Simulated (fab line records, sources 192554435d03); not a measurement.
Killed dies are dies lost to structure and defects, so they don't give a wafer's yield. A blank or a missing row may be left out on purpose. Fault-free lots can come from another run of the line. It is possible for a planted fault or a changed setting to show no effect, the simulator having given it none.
Lot-split experiment -- flow n5 finfet -- 39 wafers read from 7 lots, route of 1938 steps

THE SPLIT
At N5_GATE_CUT_ALD_22 (deposits SiNx, target thk 16 nm, pulse time 1 s, ald cycles 320), the setting ald cycles was moved away from the recipe's 320 on 9 of the 39 wafers read, by -39.7% to +15.9%. All remaining wafers had this setting at the recipe value.

No step appears in the file between the split and the reading.

THE READING
SiNx_of_GATE_CUT_ALD_22.thk nm (the simulator's own value, which no gauge read), in nm, at N5_GATE_CUT_CMP_23 (polishes, stops on SiO2, t overpolish 23.4 s, target thk 16 nm). The file gives no usual value for it. Average 16.0 nm, standard deviation 0.06 nm, over the 30 wafers here run with the recipe.

wafer,"tool, chamber at the split",ald cycles as run,against the recipe,"SiNx_of_GATE_CUT_ALD_22.thk nm, nm",against lot-mates on the recipe
L074.4,"ald sin-02, 2,3",193,-39.7%,9.6,-6.4
L074.6,"ald sin-02, 2,3",193,-39.7%,9.6,-6.4
L074.3,"ald sin-02, 3",193,-39.7%,9.4,-6.6
L074.2,"ald sin-02, 0,1,0",320,recipe,16,-
L074.1,"ald sin-02, 0,1,0",320,recipe,16,-
L074.5,"ald sin-02, 0,1,0",320,recipe,16,-
L083.2,"ald sin-01, 2",320,recipe,15.8,-
L083.1,"ald sin-01, 1,3",371,+15.9%,17,+1.1
L083.3,"ald sin-01, 1,3",371,+15.9%,17.8,+1.9
L083.4,"ald sin-01, 2",371,+15.9%,15,-0.9
L083.5,"ald sin-01, 1,3",320,recipe,16,-
L083.6,"ald sin-01, 1,3",320,recipe,16,-
L084.1,"ald sin-01, 3,2,1,3,1",320,recipe,16,-
L084.2,"ald sin-01, 3,2,1,3,1",320,recipe,16,-
L084.3,"ald sin-01, 3,2,1,3,1",320,recipe,16,-
L084.5,"ald sin-01, 3,2,1,3,1",320,recipe,16,-
L084.6,"ald sin-01, 3,2,1,3,1",320,recipe,16,-
L084.4,"ald sin-01, 2",320,recipe,15.8,-
L086.4,"ald sin-02, 3,1,0,2,1,0",320,recipe,16,-
L086.3,"ald sin-02, 3,1,0,2,1,0",320,recipe,16,-
L086.2,"ald sin-02, 3,1,0,2,1,0",320,recipe,16,-
L086.1,"ald sin-02, 3,1,0,2,1,0",320,recipe,16,-
L086.6,"ald sin-02, 3,1,0,2,1,0",320,recipe,16,-
L086.5,"ald sin-02, 3,1,0,2,1,0",320,recipe,16,-
L088.4,"ald sin-04, 2,0,1,3,3,2",320,recipe,16,-
L088.3,"ald sin-04, 2,0,1,3,3,2",320,recipe,16,-
L088.2,"ald sin-04, 2,0,1,3,3,2",320,recipe,16,-
L088.1,"ald sin-04, 2,0,1,3,3,2",320,recipe,16,-
L088.5,"ald sin-04, 2,0,1,3,3,2",320,recipe,16,-
L088.6,"ald sin-04, 2,0,1,3,3,2",320,recipe,16,-
L091.2,"ald sin-01, 0,3",320,recipe,16,-
L091.5,"ald sin-01, 0,3",320,recipe,16,-
L091.3,"ald sin-01, 1,3",241,-24.7%,12,-3.9
L091.1,"ald sin-01, 1,3",241,-24.7%,12,-3.9
L091.4,"ald sin-01, 2",320,recipe,15.8,-
L091.6,"ald sin-01, 2",241,-24.7%,11.8,-4.1
L094.4,"ald sin-01, 0,0,3",320,recipe,16,-
L094.6,"ald sin-01, 0,0,3",320,recipe,16,-
L094.5,"ald sin-01, 0,0,3",320,recipe,16,-
The file does not say which wafer passed through which chamber wherever a row lists several chambers: such a row stands for several wafers.

THE FIT
A straight line over all 39 wafers: SiNx_of_GATE_CUT_ALD_22.thk nm changes by +0.146 nm for each +1% of ald cycles; r = +0.96; the points scatter about the line by 0.6 nm.
The same after taking each lot's own level away (the mean of its wafers on the recipe; 39 wafers): +0.146 nm for each +1%; r = +0.96; scatter 0.59 nm.
On that fit, the largest move of ald cycles shifts the reading by 5.8 nm.
Measured against the standard deviation above, the lots' own levels, which go from 15.93 to 16.00 nm, span 1.1 times it.
The two slopes are in agreement: the lot-to-lot level therefore moves the slope only a little.
Check: -5.89 nm against its lot-mates is what the line predicts for one of the wafers moved furthest among these (-39.7%) when that wafer is left out of the fit. It came out at -6.4 nm against them.

ADDITIONAL SPLITS CARRIED BY THESE WAFERS
Other splits were also applied to these wafers ahead of the reading. Each is held against what the fit with the lots' levels taken away leaves over:
other split on the same wafers,wafers away from the commonest value,r with SiNx_of_GATE_CUT_ALD_22.thk nm (lot level and that fit taken away)
N5_DUMMY_GATE_PECVD_30 time s,18,+0.28
N5_SD_EPI_P_EPI_21 time s,15,-0.23

THE WHOLE CHAIN: every reading that the file lists as answering this split, in the file's order
step,what it does,reading,change (the file's fit),r (the file's)
N5_GATE_CUT_ALD_22,"deposits SiNx, target thk 16 nm, pulse time 1 s, ald cycles 320","SiNx_of_GATE_CUT_ALD_22.thk nm (the simulator's own value, which no gauge read)",+0.163 nm for each +1% of the setting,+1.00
N5_GATE_CUT_CMP_23,"polishes, stops on SiO2, t overpolish 23.4 s, target thk 16 nm","SiNx_of_GATE_CUT_ALD_22.thk nm (the simulator's own value, which no gauge read)",+0.15 nm for each +1% of the setting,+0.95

THE FILE'S OWN FIT
SiNx_of_GATE_CUT_ALD_22.thk nm changes by +0.15 nm for each +1% of ald cycles, r = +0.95.
